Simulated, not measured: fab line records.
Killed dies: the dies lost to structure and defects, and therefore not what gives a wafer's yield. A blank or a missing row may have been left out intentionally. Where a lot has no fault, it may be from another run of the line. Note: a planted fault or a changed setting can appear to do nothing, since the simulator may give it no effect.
fab line records ; flow nand_harc
record lots=6; wafers=16; last_day=25
route steps=1159 shown A_STAIRCASE@722 A_SGD_CUT@747 END@1159
lots that met no fault: from a run of the same line without faults
start_h: the number of hours between the record's first day and the start of the first shown wafer of the lot ; wait_h: hours from the lot's prior step to this one ; " as in the row above ; L1.1+2: a row that stands for several wafers ; - no value, or no start was given ; * or withheld: withheld ; < > ~ a bound
route shown NAME@n: NAME is a module with steps in the file, n the number in the route of the first one ; usual: average and standard deviation across the fault-free wafers ; same: alike in all rows ; chamber/n: place in a boat ; sites: each site's reading ; _std_site: standard deviation across them ; _edge_site: outer sites' mean less inner sites' ; radius_mm: for every site, how far away it sits from the centre of the wafer ; mask NAME#n: copy n ; behind: tool/chamber where the wafer was last shaped ; hold: why the lot went on hold/how many hours it stayed there/how the hold came to an end ; device: the transistor (n, p or np) that didn't switch ; end of line: tests run on the same wafers once the route is complete ; a step with no rows: only its recipe ; killed: count of dies lost to structure and defects at first sort (not the wafer's yield) ; map: a wafer's dies, marking killed ones x, the rest . and places with no die _
set.NAME: the setting that was run; set.NAME@STEP: the one run at that earlier step ; model.NAME: the simulator's own value behind a step, which no gauge read
a table for each step, a row for each wafer; lots at some steps of the route
services: when a tool's chamber went out of use (start_h, in hours from the record's first day, below 0 if earlier), for how many hours, and the reason
## steps
# step NHARC_A_STAIRCASE_PEB_439
# recipe peb_temp_c=115; peb_time_s=130
# step NHARC_A_STAIRCASE_DEVELOP_440
# recipe time_s=140
# step NHARC_A_STAIRCASE_HARDBAKE_442
# recipe temp_c=120; time_s=140
# step NHARC_A_STAIRCASE_DESCUM_443
# recipe time_s=3; o2_flow_sccm=200; ar_flow_sccm=0; bias_power_w=0; chemistry=O2
# usual chamber_pressure_mTorr=60.00/0.054; drypump_motor_current_A=5.70/0.2; o2_flow_sccm=200.0/0.57; oes_product_au=0.998/0.01; rf_vpp_V=57.8/0.92; showerhead_plenum_p_Torr=1.90/0.1; throttle_valve_pct=11.310/0.0097
lot.wafer;tool;chamber;start_h;wait_h;chamber_pressure_mTorr;drypump_motor_current_A;o2_flow_sccm;oes_product_au;rf_hours_counter_h;rf_vpp_V;showerhead_plenum_p_Torr;throttle_valve_pct
L973.1;rie_diel-05;0;304.04;-;59.99;5.71;199.7;0.997;53;58.3;1.79;11.303
L973.2;rie_diel-05;2;304.04;-;60.01;5.35;199.7;0.992;49;57.5;1.89;11.307
L973.6;rie_diel-05;0;304.04;-;59.99;5.68;199.9;1.002;-;56.6;1.79;11.319
L977.2;rie_diel-06;2;326.56;-;60.07;5.71;200.8;0.995;29;56.8;1.80;11.314
L977.5;rie_diel-06;3;326.56;-;59.93;5.74;200.2;1.006;-;57.8;1.98;11.299
L977.6;rie_diel-06;0;326.56;-;59.94;5.60;200.4;1.009;-;57.2;1.78;11.303
L980.4;rie_diel-04;1;344.38;-;59.98;5.47;200.5;1.005;18;57.6;1.88;11.300
L983.3;rie_diel-05;3;354.39;-;60.00;5.79;199.7;1.008;2;59.2;2.05;11.307
L983.6;rie_diel-05;1;354.39;-;60.01;5.75;199.0;0.998;-;58.2;1.81;11.301
L983.5;rie_diel-05;2;354.39;-;60.02;5.32;199.6;0.988;-;57.6;1.89;11.301
L989.3;rie_diel-04;3;398.78;-;60.10;5.97;199.9;0.991;39;58.8;1.97;11.318
L989.2;rie_diel-04;2;398.78;-;60.07;5.62;199.5;0.999;28;58.9;2.05;11.306
L989.6;rie_diel-04;0;398.78;-;60.07;5.67;201.5;1.000;-;57.8;1.96;11.307
L995.3;rie_diel-05;0;451.14;-;59.99;5.68;200.2;1.001;37;58.2;1.78;11.310
L995.1;rie_diel-05;1;451.14;-;60.01;5.75;201.4;0.998;38;59.7;1.80;11.317
L995.6;rie_diel-05;2;451.14;-;60.03;5.33;201.2;0.974;-;57.3;1.88;11.317
# step NHARC_A_STAIRCASE_ETCH_444
# recipe target_depth_a=1.02e+05; time_s=3400; c4f8_flow_sccm=20; o2_flow_sccm=10; ar_flow_sccm=withheld; rf_w=600; bias_w=1000; chemistry=C4F8/O2
# usual chamber_pressure_mTorr=24.995/0.02; oes_product_au=0.932/0.019; rf_vpp_V=806/5.7
lot.wafer;tool;chamber;start_h;wait_h;chamber_pressure_mTorr;oes_product_au;rf_hours_counter_h;rf_vpp_V
L973.1;rie_diel-05;1;304.13;0.1;25.000;0.923;55;801
L973.2;rie_diel-05;0;304.13;0.1;24.983;0.929;53;800
L973.6;rie_diel-05;1;304.13;0.1;24.991;0.918;-;800
L977.2;rie_diel-06;1;327.33;0.8;25.010;0.919;30;801
L977.6;rie_diel-06;2;327.33;0.8;24.977;0.907;-;799
L977.5;rie_diel-06;3;327.33;0.8;24.990;0.921;-;810
L980.4;rie_diel-04;2;344.46;0.1;24.978;0.994;10;813
L983.3;rie_diel-05;2;354.93;0.5;25.038;0.934;2;805
L983.5;rie_diel-05;0;354.93;0.5;24.971;0.986;-;800
L983.6;rie_diel-05;1;354.93;0.5;24.947;0.960;-;800
L989.2;rie_diel-04;0;398.88;0.1;24.986;0.914;38;808
L989.3;rie_diel-04;3;398.88;0.1;25.003;0.908;39;809
L989.6;rie_diel-04;1;398.88;0.1;24.980;0.924;-;805
L995.1;rie_diel-05;0;451.28;0.1;24.985;0.922;38;799
L995.3;rie_diel-05;3;451.28;0.1;25.019;0.932;36;814
L995.6;rie_diel-05;1;451.28;0.1;24.977;0.928;-;800
# step NHARC_A_STAIRCASE_STRIP_446
# recipe power_w=1500; temp_c=250; chemistry=O2
# usual drypump_motor_current_A=5.77/0.052; heater_power_w=332/29; temp_c=249.98/0.17
lot.wafer;tool;chamber;start_h;wait_h;drypump_motor_current_A;heater_power_w;rf_hours_counter_h;temp_c
L973.2;plasma_asher-02;0;307.04;0.7;5.83;293;38;249.88
L973.1;plasma_asher-02;1;307.04;0.7;5.75;362;38;250.34
L973.6;plasma_asher-02;0;307.04;0.7;5.81;306;-;249.75
L977.2;plasma_asher-02;1;328.88;0.0;5.74;351;44;249.55
L977.5;plasma_asher-02;1;328.88;0.0;5.73;355;-;249.85
L977.6;plasma_asher-02;0;328.88;0.0;5.85;286;-;249.88
L980.4;plasma_asher-01;1;346.87;0.2;5.77;311;-;249.87
L983.3;plasma_asher-01;0;356.81;0.1;5.67;367;-;250.14
L983.6;plasma_asher-01;0;356.81;0.1;5.70;367;-;250.00
L983.5;plasma_asher-01;1;356.81;0.1;5.78;311;-;250.50
L989.2;plasma_asher-01;0;401.15;0.0;5.71;368;39;249.97
L989.3;plasma_asher-01;0;401.15;0.0;5.74;374;-;249.84
L989.6;plasma_asher-01;1;401.15;0.0;5.72;315;-;249.92
L995.1;plasma_asher-02;1;453.87;0.4;5.72;352;31;250.03
L995.3;plasma_asher-02;1;453.87;0.4;5.72;343;-;249.98
L995.6;plasma_asher-02;1;453.87;0.4;5.73;352;-;249.89
# step NHARC_A_STAIRCASE_STRIP_447
# recipe time_s=900; temp_c=130; chemistry=SPM
# step NHARC_A_STAIRCASE_PRECLEAN_448
# recipe time_s=*; temp_c=50; bath_age_min=0; chemistry=SC1
# step NHARC_A_STAIRCASE_SRD_449
# step NHARC_A_STAIRCASE_CMP_450
# recipe target_thk_nm=200; material=SiO2
# usual motor_current_A=12.1/1.1; slurry_filter_dp_kPa=13.48/0.13
lot.wafer;tool;chamber;start_h;wait_h;motor_current_A;slurry_filter_dp_kPa
L973.1;cmp-03;1;307.85;-;11.8;13.39
L973.2;cmp-03;2;307.85;-;11.8;13.27
L973.6;cmp-03;1;307.85;-;12.1;13.40
L977.2;cmp-02;0;329.70;-;13.3;13.50
L977.6;cmp-02;2;329.70;-;12.2;13.51
L977.5;cmp-02;3;329.70;-;10.9;13.45
L980.4;cmp-02;2;347.56;-;12.0;13.43
L983.3;cmp-02;2;357.55;-;11.8;13.50
L983.6;cmp-02;3;357.55;-;11.2;13.52
L983.5;cmp-02;0;357.55;-;13.1;13.49
L989.2;cmp-03;3;401.96;-;13.2;13.56
L989.3;cmp-03;2;401.96;-;12.5;13.46
L989.6;cmp-03;3;401.96;-;13.6;13.46
L995.3;cmp-03;0;454.62;-;12.6;13.47
L995.1;cmp-03;2;454.62;-;11.8;13.47
L995.6;cmp-03;1;454.62;-;11.4;13.46
# step NHARC_A_STAIRCASE_CMP_152
# usual motor_current_A=12.2/1.1; slurry_filter_dp_kPa=13.51/0.13
lot.wafer;tool;chamber;start_h;wait_h;motor_current_A;slurry_filter_dp_kPa
L973.1;cmp-03;1;307.92;0.1;11.4;13.71
L973.2;cmp-03;2;307.92;0.1;11.6;13.62
L973.6;cmp-03;1;307.92;0.1;11.8;13.54
L977.2;cmp-02;0;329.78;0.1;13.6;13.77
L977.6;cmp-02;2;329.78;0.1;11.3;13.63
L977.5;cmp-02;3;329.78;0.1;11.2;13.53
L980.4;cmp-02;2;347.64;0.1;12.8;13.76
L983.3;cmp-02;2;357.63;0.1;12.3;13.61
L983.6;cmp-02;3;357.63;0.1;11.2;13.36
L983.5;cmp-02;0;357.63;0.1;13.6;13.60
L989.2;cmp-03;3;402.03;0.1;13.3;13.46
L989.3;cmp-03;2;402.03;0.1;12.0;13.58
L989.6;cmp-03;3;402.03;0.1;13.7;13.41
L995.3;cmp-03;0;454.70;0.1;12.4;13.33
L995.1;cmp-03;2;454.70;0.1;11.7;13.62
L995.6;cmp-03;1;454.70;0.1;12.3;13.28
# step NHARC_A_STAIRCASE_SRD_154
# step NHARC_A_STAIRCASE_ETCH_403
# recipe target_depth_a=1082; chemistry=dHF; material=SiO2
# step NHARC_A_STAIRCASE_ETCHBACK_422
# recipe target_depth_a=400; over_etch_frac=0.3; time_s=74.286; ion_energy_ev=120; ch3f_flow_sccm=50; o2_flow_sccm=30; ar_flow_sccm=200; rf_w=500; bias_w=100; chemistry=CH3F/O2
# step NHARC_A_STAIRCASE_ETCH_423
# recipe target_depth_a=300; chemistry=dHF; material=SiO2
# step NHARC_A_STAIRCASE_ETCHBACK_157
# recipe target_depth_a=900; over_etch_frac=0.3; time_s=167.14; ion_energy_ev=120; ch3f_flow_sccm=50; o2_flow_sccm=30; ar_flow_sccm=200; rf_w=500; bias_w=100; chemistry=CH3F/O2
# step NHARC_A_STAIRCASE_STRIP_475
# recipe time_s=20; o2_flow_sccm=500; ar_flow_sccm=0; bias_w=0; chemistry=O2
# step NHARC_A_STAIRCASE_DEP_471
# recipe target_thk_a=1000; temp_c=400; pressure_torr=6.5; rf_w=900; teos_flow_sccm=161.4; flow_sccm=2650; target_thk_nm=100; gas=O2; material=SiO2
# step NHARC_A_STAIRCASE_CMP_472
# recipe material=SiO2
# usual motor_current_A=12.2/1.1; slurry_filter_dp_kPa=13.49/0.14
lot.wafer;tool;chamber;start_h;wait_h;motor_current_A;slurry_filter_dp_kPa
L973.2;cmp-02;0;309.41;0.2;13.1;13.66
L973.1;cmp-02;3;309.41;0.2;10.9;13.48
L973.6;cmp-02;1;309.41;0.2;12.3;13.30
L977.2;cmp-03;2;331.32;0.3;11.3;13.60
L977.5;cmp-03;3;331.32;0.3;13.6;13.54
L977.6;cmp-03;0;331.32;0.3;12.7;13.47
L980.4;cmp-02;3;349.10;0.2;12.0;13.78
L983.3;cmp-03;3;358.99;0.2;13.7;13.48
L983.6;cmp-03;2;358.99;0.2;11.8;13.65
L983.5;cmp-03;3;358.99;0.2;13.7;13.53
L989.2;cmp-04;2;403.46;0.2;11.8;13.33
L989.3;cmp-04;3;403.46;0.2;11.1;13.55
L989.6;cmp-04;3;403.46;0.2;11.6;13.48
L995.1;cmp-04;0;456.12;0.3;14.2;13.20
L995.3;cmp-04;1;456.12;0.3;10.5;13.48
L995.6;cmp-04;3;456.12;0.3;11.1;13.46
# step NHARC_A_STAIRCASE_SRD_474
# step NHARC_A_SGD_CUT_DEP_00
# recipe target_thk_a=500; temp_c=400; target_thk_nm=50; flow_sccm=200; rf_w=450; material=SiNx
# step NHARC_A_SGD_CUT_DEHYDRATE_01
# recipe temp_c=150; time_s=120
# step NHARC_A_SGD_CUT_HMDS_02
# recipe time_s=30
# step NHARC_A_SGD_CUT_COAT_56
# recipe temp_c=260; time_s=75
# step NHARC_A_SGD_CUT_COAT_57
# recipe temp_c=225; time_s=65
# step NHARC_A_SGD_CUT_COAT_03
# recipe spin_rpm=1500; resist_thk_nm=90
# step NHARC_A_SGD_CUT_SOFTBAKE_04
# recipe temp_c=105; time_s=55
# step NHARC_A_SGD_CUT_EBR_05
# step NHARC_A_SGD_CUT_EXPOSE_06
# recipe na=1.35; dose_mj=85.59; mask_id=SGD
# step NHARC_A_SGD_CUT_PEB_07
# recipe peb_temp_c=100; peb_time_s=65
# step NHARC_A_SGD_CUT_DEVELOP_08
# recipe develop_time_s=35; dev_temp_c=23
# step NHARC_A_SGD_CUT_CD_MEAS_09
# recipe target_cd_nm=100; landing_energy_ev=500
# usual cd_nm=100.3/0.52
lot.wafer;tool;chamber;start_h;wait_h;cd_nm
L973.1;cd_sem-01;0;310.61;-;99.0
L973.2;cd_sem-01;0;310.61;-;99.8
L973.6;cd_sem-01;0;310.61;-;99.6
L977.2;cd_sem-02;0;332.39;-;100.0
L977.5;cd_sem-02;0;332.39;-;100.7
L977.6;cd_sem-02;0;332.39;-;100.3
L980.4;cd_sem-02;0;350.22;-;100.7
L983.3;cd_sem-03;0;360.12;-;100.0
L983.5;cd_sem-03;0;360.12;-;99.7
L983.6;cd_sem-03;0;360.12;-;100.2
L989.2;cd_sem-03;0;404.48;-;100.8
L989.3;cd_sem-03;0;404.48;-;100.2
L989.6;cd_sem-03;0;404.48;-;100.9
L995.1;cd_sem-03;0;457.20;-;101.3
L995.3;cd_sem-03;0;457.20;-;101.5
L995.6;cd_sem-03;0;457.20;-;100.3
# step NHARC_A_SGD_CUT_OVL_MEAS_10
# usual overlay_x_nm=-0.1/0.84; overlay_y_nm=0.0/0.91
lot.wafer;tool;chamber;start_h;wait_h;overlay_x_nm;overlay_y_nm
L973.1;overlay-02;-;310.69;-;0.1;-0.4
L973.2;overlay-02;-;310.69;-;-0.3;-0.7
L973.6;overlay-02;-;310.69;-;0.6;-0.4
L977.2;overlay-01;-;332.48;-;-0.9;-0.3
L977.5;overlay-01;-;332.48;-;-1.2;-0.2
L977.6;overlay-01;-;332.48;-;-1.7;0.2
L980.4;overlay-02;-;350.30;-;-0.2;1.9
L983.3;overlay-01;-;360.20;-;-1.6;0.2
L983.5;overlay-01;-;360.20;-;-1.3;-0.5
L983.6;overlay-01;-;360.20;-;-1.0;0.3
L989.2;overlay-02;-;404.56;-;0.2;-0.4
L989.3;overlay-02;-;404.56;-;0.1;-0.3
L989.6;overlay-02;-;404.56;-;-0.2;-0.6
L995.1;overlay-01;-;457.29;-;0.4;-1.6
L995.3;overlay-01;-;457.29;-;0.2;-1.5
L995.6;overlay-01;-;457.29;-;0.3;-1.0
# step NHARC_A_SGD_CUT_DESCUM_14
# recipe time_s=3; o2_flow_sccm=200; ar_flow_sccm=0; bias_power_w=0; chemistry=O2
# usual chamber_pressure_mTorr=60.00/0.052; drypump_motor_current_A=5.8/0.5; o2_flow_sccm=200.0/0.6; oes_product_au=0.997/0.0095; rf_vpp_V=57.6/0.9; showerhead_plenum_p_Torr=1.87/0.082; throttle_valve_pct=11.311/0.0084
lot.wafer;tool;chamber;start_h;wait_h;hold;chamber_pressure_mTorr;drypump_motor_current_A;o2_flow_sccm;oes_product_au;rf_hours_counter_h;rf_vpp_V;showerhead_plenum_p_Torr;throttle_valve_pct
L973.1;rie_diel-03;2;310.81;0.1;-;59.99;6.3;199.7;0.997;8;58.5;1.96;11.311
L973.2;rie_diel-03;3;310.81;0.1;-;59.95;5.7;201.0;0.989;6;57.8;2.00;11.310
L973.6;rie_diel-03;0;310.81;0.1;-;59.92;5.5;200.0;0.977;-;57.8;1.78;11.311
L977.2;rie_diel-07;0;332.58;0.1;-;60.04;5.4;200.4;1.002;6;58.8;1.97;11.320
L977.6;rie_diel-07;0;332.58;0.1;-;59.99;5.3;200.5;1.010;-;58.2;1.97;11.304
L977.5;rie_diel-07;1;332.58;0.1;-;59.99;5.7;200.1;0.997;-;58.3;1.79;11.316
L980.4;rie_diel-03;1;353.95;3.4;await_dispo/3.4h/release;59.96;5.4;200.5;0.982;12;56.7;1.84;11.306
L983.3;rie_diel-07;3;361.79;1.4;await_dispo/1.3h/release;60.03;6.6;200.6;1.004;9;56.7;1.82;11.327
L983.6;rie_diel-07;0;361.79;1.4;await_dispo/1.3h/release;60.08;5.3;200.1;0.996;-;57.1;1.97;11.296
L983.5;rie_diel-07;1;361.79;1.4;await_dispo/1.3h/release;59.96;5.7;199.5;1.002;-;56.2;1.79;11.309
L989.3;rie_diel-12;2;404.67;0.1;-;60.02;6.2;199.3;0.989;1;57.4;2.02;11.307
L989.2;rie_diel-12;3;404.67;0.1;-;60.10;5.0;200.6;0.999;3;58.4;1.83;11.296
L989.6;rie_diel-12;0;404.67;0.1;-;60.08;5.7;199.9;1.001;-;56.4;1.79;11.321
L995.1;rie_diel-03;3;457.40;0.1;-;59.90;5.7;199.3;1.011;7;58.9;2.00;11.315
L995.3;rie_diel-03;1;457.40;0.1;-;59.96;5.4;200.0;1.007;7;56.7;1.84;11.312
L995.6;rie_diel-03;2;457.40;0.1;-;59.97;6.3;200.8;0.983;-;58.7;1.95;11.310
# step NHARC_A_SGD_CUT_ETCH_58
# recipe target_depth_a=390; over_etch_frac=0.3; time_s=65; ion_energy_ev=80; cf4_flow_sccm=150; ar_flow_sccm=0; rf_w=300; bias_w=100; chemistry=CF4
# step NHARC_END_SORT_01
# recipe temp_c=25
# usual killed_at_array=28/11; killed_at_other=0.7/1.1; killed_at_periphery=2.9/2; killed_dies=32/11; killed_open=3.2/1.8; killed_short=2.0/1.4
# same gross_dies=677
lot.wafer;tool;chamber;start_h;wait_h;killed_at_array;killed_at_other;killed_at_periphery;killed_dies;killed_open;killed_short
L983.3;prober-01;0;494.05;3.1;260;0;2;262;4;3
L980.4;prober-01;0;501.00;3.4;306;1;2;309;4;1
# killed by level:class
L983.3 A_STAIRCASE:unspecified=244 A_SLIT:chamber_film_flake=6 P_M0:geometric_particle:open=1 A_ONON_D1:geometric_particle:open=1 A_CHANNEL_HOLE_D1:geometric_particle:short=1 A_WL_FILL:geometric_particle:short=1 A_WL_FILL:geometric_particle:open=1 A_BLC:geometric_particle:open=1
L980.4 A_STAIRCASE:unspecified=277 A_CHANNEL_HOLE_D1:chamber_film_flake=19 A_CONTACT:chamber_film_flake=4 A_BONDPAD:chamber_film_flake=2 P_GATE:geometric_particle:open=1 A_ONON_D1:geometric_particle:open=1 A_WL_FILL:geometric_particle:short=1 A_BLC:geometric_particle:open=1
# map L980.4 (x killed, . not)
____________.____________
_________..xxx.x_________
_______......x.xxx_______
______..x.x.xxxxx..______
_____x.xx..x...xx.xx_____
____..x...x...xx.x...____
____...x.xx.xx...x.x.____
___.xxxx.x.x.x.xx..x..___
___xx.x.xxx.xx..x....x___
__.x.....x.xxx..x.x.x..__
__x.xxx...x...x..xx.xxx__
_..x..x..xx.x.xx...xxxx._
_.....xx...x..xx....xxx._
_..xxxx.....xx.....x..x._
_.x..xx.x.....xxxxx...xx_
_xx....xx.x.xxxxx...x..._
xxxxx.xxx..xxx..x..x...x.
x....x....xx.xx...xx..xx.
..xx.xxx..xxxxx.xx..xxx.x
xx...xx.x.x.....x....x...
....x.x.....xxxxx.x..xx..
_..x.xxx.xxxxx.xx.xxxx.._
_......x.xx...xx..xxx.xx_
_.xx......x.....x...x.xx_
_x.x........x.x.xx....xx_
_...x...xxxxx...x....x.._
__.xxx.x.x...xx..xxxxxx__
__x.....x..xxxx...x.x..__
___x.x...xxxxxx.xx.x..___
___x.x...xx..x...x.x..___
____.x..xxxxxx..x.x..____
____xx.xxx.xxxx.xx...____
_____....xx..xx.xx.x_____
______.x.x..x.xx.x.______
_______x.....xx..._______
_________x...xxx_________
____________x____________
# map L983.3 (x killed, . not)
____________x____________
_________xx..x.x_________
_______x..xx.....x_______
______x.x...xx..x.x______
_____..xx..xx.....x._____
____.....x....xx....x____
____xx...............____
___...x...x.xxx.......___
___x.x.xx.x.....x..x..___
__.x....x.x..xx........__
__.........x.xx.x.....x__
_.x..x.x.x.xx...x.xxx.xx_
_...xxxxx...........x..x_
_.xx..xx.x....x....xx..._
_x.xx....xxxx..x...x.x.x_
_xx..xxxx..x..x.x.....xx_
x.xx.x..x.x...x...x.x..x.
x..xxx.....xxx.xx.....xx.
xxx....x...x.xxxxxxxx....
...x.xx.x.x.xx..x.xxxxx..
.........x.x..xx.......x.
_...xx....xx......x...x._
_...x.x.xx.x...x..xx.xxx_
_...x....x.x...x.x...x.._
_xxxx..xx..xxx.x..x..x.._
_...xx.xxx.xxx.x...x...._
__........x.xx.x.xx..xx__
__..xx.xx..x.xx...xx.x.__
___...x..xx.....x.x..x___
___x.xx.x.x.xx.x.xxx..___
____x..x........xxxxx____
____.x..xx.x.xx.x.xx.____
_____x..x...xxx...xx_____
______.....x.....xx______
_______xxx..x...x._______
_________x...x.._________
____________.____________
## services
tool;chamber;start_h;hours;kind
plasma_asher-02;-;281.44;0.5;repair
rie_diel-03;0;287.03;1.4;repair
rie_diel-04;-;289.03;9.0;pm
cmp-04;-;290.48;0.5;repair
cmp-04;-;293.00;16.5;repair
rie_diel-07;2;297.35;8.5;repair
rie_diel-04;2;307.44;18.4;repair
cmp-02;-;316.36;1.3;repair
cmp-02;-;324.56;4.0;pm
plasma_asher-01;-;336.53;1.8;repair
rie_diel-05;-;340.60;9.0;pm
cmp-03;-;352.09;4.0;pm
cmp-02;-;358.85;3.0;repair
plasma_asher-02;-;360.67;9.0;pm
plasma_asher-01;-;381.93;6.6;repair
rie_diel-03;-;392.30;9.0;pm
rie_diel-03;0;417.05;9.7;repair
rie_diel-04;3;419.08;20.6;repair
cmp-02;-;422.56;4.0;pm
rie_diel-03;-;428.97;0.8;repair
cmp-03;-;436.45;0.8;repair
rie_diel-03;1;442.17;2.5;repair
cmp-03;-;450.09;4.0;pm
plasma_asher-01;-;453.36;9.0;pm
## key
first_sign step=NHARC_END_SORT_01; reading=killed_at_array; direction=up; sigmas=23; usual=28; struck=283
effect step=NHARC_END_SORT_01; reading=killed_dies; direction=up; sigmas=22; usual=32; struck=286
more_kills_born_at NHARC_A_STAIRCASE_CMP_152@cmp-02=521
met_at NHARC_A_STAIRCASE_CMP_152
struck_wafers L980.4,L983.3
tester_left_out L980,L983
onset_between 329.78 347.64
fault kind=chamber_particle_source; tool=cmp-02; chamber=2; onset_h=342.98; steps=NHARC_A_STAIRCASE_CMP_152; rate_per_visit_cm2=0.5563; end_h=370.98
# tester_left_out: of these lots the tester's yield and bins aren't shown, on N5 and GAA mostly nor the transistor test; their killed dies are dies lost to structure and defects alone, not to doping, threshold or leakage, so they don't give the yield
